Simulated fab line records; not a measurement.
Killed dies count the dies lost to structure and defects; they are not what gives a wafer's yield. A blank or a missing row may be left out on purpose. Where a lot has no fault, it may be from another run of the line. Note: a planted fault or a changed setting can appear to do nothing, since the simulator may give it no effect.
Code-filled problem report in 8D (eight disciplines) form    flow n5 finfet    the parts of the form that need people (team, actions taken, sign-off) are left out

## 1. WHAT IS WRONG
GC_FILL_THK at N5_GATE_CUT_THK_MEAS_24 reads a mean of 233.5 nm on 1 wafer of 1 lot; wafers without a fault read 219.7 nm with a standard deviation of 2.2. That puts it +6.3 standard deviations away from the usual mean.
The first sign was on wafer L721.5 at day 6 21:15, on film metro-02. The record holds 28 wafers of 10 lots with a number at this step. By rule, "out" or "out of limits" means more than 4 standard deviations away from the usual mean. All remaining wafers that have a number are taken as sound.

## 2. WHAT IT IS; WHAT IT IS NOT
question                     is                is not
which readings at this step  GC_FILL_THK       -
which lots                   L721              L713, L714, L715, L718, L719, L722, L730, L734, L735
which wafers of those lots   L721.5            L721.4
read on which gauges         film metro-02     film metro-01
when                         from day 6 21:15  up to then (16 sound wafers); but 11 sound wafers of L722, L730, L734, L735 came after

## 3. THE SUSPECTS, EACH WITH WHAT RULES IT OUT
Counting: if a tool at a process step up to the reading ran every lot that is out, it stays a suspect. Sound lots after the first of them don't rule it out here, since some wafers of a struck lot are sound.
- the gauge at N5_GATE_CUT_THK_MEAS_24: kept. All the wafers that are out were read on film metro-02, and no step on other tools shows them out.
- pecvd-01 at N5_GATE_CUT_HM_DEP_46 (deposits SiO2 from TEOS/O2, target thk 130 nm, time 26.6 s): kept. It processed L721, the lot that is out, at day 6 18:11, and its most recent sound lot before then was L718 at day 5 22:23.
- rie diel-01 at N5_GATE_CUT_HM_OPEN_40 (chemistry C4F6/O2, target SiO2, target depth 139 nm, time 85.1 s): kept. It processed L721, the lot that is out, at day 6 18:47, and its most recent sound lot before then was L719 at day 6 05:40.
- rie metal-01 at N5_GATE_CUT_CUT_ETCH_54 (etches TiN in Cl2/BCl3, target depth 96.7 nm): kept. It processed L721, the lot that is out, at day 6 19:05, and its most recent sound lot before then was L718 at day 5 23:28.
- rie metal-01 at N5_GATE_CUT_VAPOR_ETCH_49 (etches TiAlC in BCl3/Cl2): kept. It processed L721, the lot that is out, at day 6 19:14, and its most recent sound lot before then was L718 at day 5 23:37.
- Within pecvd-01 at N5_GATE_CUT_HM_DEP_46: the wafers that are out ran in chamber 0; their sound lot-mates ran in chamber 1.
- Within rie diel-01 at N5_GATE_CUT_HM_OPEN_40: the wafers that are out ran in chamber 1; their sound lot-mates ran in chamber 2.
Left after counting: pecvd-01 at N5_GATE_CUT_HM_DEP_46, rie diel-01 at N5_GATE_CUT_HM_OPEN_40, rie metal-01 at N5_GATE_CUT_CUT_ETCH_54, rie metal-01 at N5_GATE_CUT_VAPOR_ETCH_49, film metro-02 at N5_GATE_CUT_THK_MEAS_24.

## 4. THE CAUSE (what the simulator had put in)
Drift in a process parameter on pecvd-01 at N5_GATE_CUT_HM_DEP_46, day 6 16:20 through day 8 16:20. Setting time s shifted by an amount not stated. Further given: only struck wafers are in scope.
This tool is one of the 5 suspects left after counting.

## 5. THE EFFECT CHAIN, in route order
Each row: a reading whose mean over the struck wafers that have a number lies more than 3 standard deviations from the usual. Readings are gone through only where the record gives a usual standard deviation; hours: the median, over the lots, of the time from a lot's start at the first step in this table giving one to that lot's start at this step; sigmas: the change measured in usual standard deviations.
hours  step                     reading            usual     on struck wafers  change  sigmas
0      N5_GATE_CUT_HM_OPEN_40   etch rf on time s  94.0 s    104.8             +10.8   +3.9
2      N5_GATE_CUT_THK_MEAS_24  GC_FILL_THK        219.7 nm  233.5             +13.8   +6.3
The process steps in it:
- N5_GATE_CUT_HM_OPEN_40: chemistry C4F6/O2, target SiO2, target depth 139 nm, time 85.1 s.

## 6. WHAT WOULD HAVE CAUGHT IT SOONER
In this record the first reading out of limits at a measuring or inspecting step was taken at day 6 21:15, 5 hours after the fault began at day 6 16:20.
An alarm limit of 4 standard deviations would not have fired on the tool readings at N5_GATE_CUT_HM_DEP_46 for which the record gives a usual standard deviation, since none of them was out on any struck wafer.
Each of the lots that are out, 1 in all, had begun N5_GATE_CUT_HM_DEP_46 on pecvd-01 no later than day 6 21:15. Holding the tool at that point would not have protected any of them.
